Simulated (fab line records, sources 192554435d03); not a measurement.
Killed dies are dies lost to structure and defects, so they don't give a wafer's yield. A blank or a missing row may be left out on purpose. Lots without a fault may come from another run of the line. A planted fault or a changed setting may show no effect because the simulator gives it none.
Chamber matching | flow n5_finfet | N5_BEOL_M5_DEP_56 on pecvd-02: 3 sister chambers
The step deposits SiCN from 3MS/NH3, target thk 8 nm, time 14 s. 6 wafers are shown with their chamber, then 11 later ones without.

WAFERS WITH THEIR CHAMBER
wafer  | chamber | throttle_valve_pct (%) | showerhead_plenum_p_Torr (Torr)
L081.1 | 1       | 8.4                    | 3.657
L081.5 | 1       | 8.1                    | 3.657
L081.6 | 2       | 8.5                    | 3.663
L082.4 | 2       | 8.7                    | 3.657
L082.6 | 0       | 9.7                    | 3.639
L085.3 | 0       | 9.3                    | 3.644

WAFERS WITHOUT THEIR CHAMBER
wafer  | throttle_valve_pct (%) | showerhead_plenum_p_Torr (Torr)
L085.4 | 8.3                    | 3.650
L085.6 | 8.8                    | 3.662
L094.1 | 8.3                    | 3.661
L094.2 | 8.3                    | 3.645
L094.3 | 9.6                    | 3.650
L094.4 | 8.5                    | 3.654
L094.5 | 9.5                    | 3.639
L094.6 | 8.7                    | 3.648
L095.2 | 9.3                    | 3.645
L095.3 | 8.4                    | 3.653
L095.5 | 9.5                    | 3.647

WHICH CHAMBER EACH WENT THROUGH
wafer  | from the rows above          | in truth
L085.4 | can't be placed: 1 or 2      | 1
L085.6 | can't be placed: 2 or 1      | 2
L094.1 | can't be placed: 1 or 2      | 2
L094.2 | can't be placed: 1 or 2 or 0 | 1
L094.3 | 0                            | 0
L094.4 | can't be placed: 1 or 2      | 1
L094.5 | 0                            | 0
L094.6 | can't be placed: 1 or 2 or 0 | 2
L095.2 | 0                            | 0
L095.3 | can't be placed: 1 or 2      | 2
L095.5 | 0                            | 0
Placed correctly: 4 of 11. Can't be placed from these rows: 7 (the true chamber is among the candidates in 7). Placed wrongly: 0.
How it was worked out, from the rows above alone: a wafer's distance from a chamber is the root of the sum, over the readings, of the square of ((its reading less the chamber's mean) divided by the reading's scatter). The wafer belongs to the nearest chamber; if the next one is less than 2 further off, it can't be placed. A chamber's mean is the mean of its shown wafers. The scatter: the root of (the sum of the squares of (reading less its chamber's mean) over the shown wafers, divided by (wafers less chambers)).
